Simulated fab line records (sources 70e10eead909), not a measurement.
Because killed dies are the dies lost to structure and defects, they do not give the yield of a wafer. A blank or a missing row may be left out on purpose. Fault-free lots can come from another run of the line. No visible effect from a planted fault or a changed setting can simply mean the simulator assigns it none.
Problem report, 8D (eight disciplines) form, completed by code + flow nand harc + the parts of the form that need people (team, actions taken, sign-off) are left out

== 1. THE ISSUE ==
Mean of killed at periphery at NHARC_END_SORT_01: 227.5 across 6 wafers in 2 lots; on wafers with no fault it is 4.2 (standard deviation 2.7). Relative to the usual mean, that is a shift of +83 standard deviations.
The first sign was on wafer L585.1 at day 29 19:20, on prober-02. The record holds 6 wafers of 2 lots with a number at this step. Rule for "out", or "out of limits": more than 4 standard deviations from the usual mean. Any other wafer with a number is counted as sound.

== 2. WHAT IT IS; WHAT IT IS NOT ==
| question                    | is                                                                                                                                      | is not                                         |
|-----------------------------|-----------------------------------------------------------------------------------------------------------------------------------------|------------------------------------------------|
| which readings at this step | killed at periphery, defect limited yield, killed dies, sort_bin_2_pct, sort_bin_4_pct, sort n pass, sort rim yield pct, sort yield pct | killed at array, killed at other, killed short |
| which lots                  | L584, L585                                                                                                                              | -                                              |
| which wafers of those lots  | all that have a number                                                                                                                  | -                                              |
| read on which gauges        | prober-01, prober-02                                                                                                                    | -                                              |
| when                        | from day 29 19:20                                                                                                                       | up to then (0 sound wafers)                    |

== 3. THE SUSPECTS, EACH WITH WHAT RULES IT OUT ==
Counting: a tool stays on the suspect list if, at a process step up to the reading, it processed all lots that are out and no sound lot following the first of them.
- the gauge at NHARC_END_SORT_01 has been ruled out. The wafers that are out were read on 2 gauges (prober-01, prober-02).
- ecd cu-02 at NHARC_P_M0_ECD_22 (material Cu, target thk 400 nm): kept. It ran every lot that is out, first L584 (day 12 03:45), and no sound lot after that.
Left after counting: ecd cu-02 at NHARC_P_M0_ECD_22.

== 4. THE CAUSE (what the simulator had put in) ==
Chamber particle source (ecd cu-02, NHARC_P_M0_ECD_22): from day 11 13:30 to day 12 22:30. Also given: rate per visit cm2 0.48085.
This tool alone remained once counting was done.

== 5. THE CHAIN OF EFFECTS, in route order ==
Each row: a reading where the mean over the struck wafers with a number is more than 3 standard deviations away from the usual. Readings are gone through only where the record gives a usual standard deviation; hours: the median, over the lots, of the time from a lot's start at the first step in this table giving one to that lot's start at this step; sigmas: the change measured in usual standard deviations.
| hours | step              | reading              | usual  | on struck wafers | change | sigmas |
|-------|-------------------|----------------------|--------|------------------|--------|--------|
| 0     | NHARC_END_SORT_01 | defect limited yield | 91.4 % | 60.8             | -30.6  | -11    |
| 0     | NHARC_END_SORT_01 | killed at periphery  | 4.2    | 227.5            | +223.3 | +83    |
| 0     | NHARC_END_SORT_01 | killed dies          | 58     | 265              | +207   | +12    |
| 0     | NHARC_END_SORT_01 | sort_bin_2_pct       | 3.0 %  | 14.5             | +11.5  | +9.6   |
| 0     | NHARC_END_SORT_01 | sort_bin_3_pct       | 0.7 %  | 2.4              | +1.7   | +4.1   |
| 0     | NHARC_END_SORT_01 | sort_bin_4_pct       | 4.9 %  | 22.3             | +17.4  | +12    |
| 0     | NHARC_END_SORT_01 | sort n pass          | 619    | 412              | -207   | -12    |
| 0     | NHARC_END_SORT_01 | sort rim yield pct   | 90 %   | 63               | -27    | -6.6   |
| 0     | NHARC_END_SORT_01 | sort yield pct       | 91.4 % | 60.8             | -30.6  | -11    |

== 6. WHAT WOULD HAVE CAUGHT IT SOONER ==
Counted from the fault's start at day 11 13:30, it took 438 hours until the first out-of-limits reading at a measuring or inspecting step in this record, taken at day 29 19:20.
No tool reading at NHARC_P_M0_ECD_22 that has a usual standard deviation in the record was out on any struck wafer, so an alarm limit of 4 standard deviations on those readings would not have fired.
Each of the lots that are out, 2 in all, had begun NHARC_P_M0_ECD_22 on ecd cu-02 no later than day 29 19:20. Holding the tool at that point would not have protected any of them.
